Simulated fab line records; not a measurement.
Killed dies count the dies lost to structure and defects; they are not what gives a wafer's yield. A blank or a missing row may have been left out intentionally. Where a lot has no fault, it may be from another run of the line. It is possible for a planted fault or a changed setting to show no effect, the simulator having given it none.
Chamber matching    flow n5-finfet    rie-diel-03 running N5_FIN_SAQP_ETCH_52: 4 sister chambers
The step etches SOC in N2/H2, target depth 100 nm, overetch 20 nm, time 150 s. 14 wafers are shown with their chamber, then 7 later ones without.

WAFERS, EACH WITH ITS CHAMBER
wafer   chamber  drypump-motor-current-A (A)  showerhead-plenum-p-Torr (Torr)  throttle-valve-pct (%)
L078.1  3        5.15                         2.57                             17.9
L078.2  1        5.79                         2.56                             17.5
L078.4  0        5.34                         2.60                             18.0
L080.2  3        5.15                         2.57                             17.9
L080.3  0        5.29                         2.60                             18.0
L080.4  2        6.27                         2.52                             17.7
L082.3  2        6.32                         2.52                             17.7
L082.4  0        5.32                         2.59                             18.0
L082.6  0        5.34                         2.59                             18.0
L085.2  1        5.77                         2.56                             17.6
L085.4  2        6.28                         2.52                             17.7
L085.6  3        5.16                         2.57                             17.9
L088.1  2        6.29                         2.52                             17.7
L088.4  0        5.32                         2.59                             18.0

SIGNATURES (averages over the wafers above)
reading                   chamber 0  chamber 1  chamber 2  chamber 3  scatter within a chamber
drypump-motor-current-A   5.3220     5.7800     6.2900     5.1533     0.0183
showerhead-plenum-p-Torr  2.5940     2.5600     2.5200     2.5700     0.00346
throttle-valve-pct        18.000     17.550     17.700     17.900     0.0224
Rule: for a wafer and a chamber, the distance is found by dividing, reading by reading, the gap between the wafer's reading and the chamber's mean by the reading's scatter, squaring, summing and taking the root. If the next closest chamber is less than 2 further off than the closest, the wafer can't be placed; otherwise it belongs to the closest. The scatter: take each reading less its chamber's mean, square it, sum over the shown wafers, divide by the number of wafers less the number of chambers, and take the root.

WAFERS WITHOUT THEIR CHAMBER
wafer   drypump-motor-current-A (A)  showerhead-plenum-p-Torr (Torr)  throttle-valve-pct (%)
L088.5  5.29                         2.59                             18.0
L093.2  5.78                         2.55                             17.6
L093.4  6.32                         2.51                             17.7
L093.6  5.76                         2.55                             17.6
L094.4  5.77                         2.55                             17.6
L094.5  5.14                         2.56                             17.9
L094.6  6.25                         2.51                             17.7

WHICH CHAMBER EACH ONE RAN IN
wafer   from the rows above  in truth
L088.5  0                    0
L093.2  1                    1
L093.4  2                    2
L093.6  1                    1
L094.4  1                    1
L094.5  3                    3
L094.6  2                    2
Placed correctly: 7 of 7. Left unplaced by these rows: 0. Wrongly placed: 0.
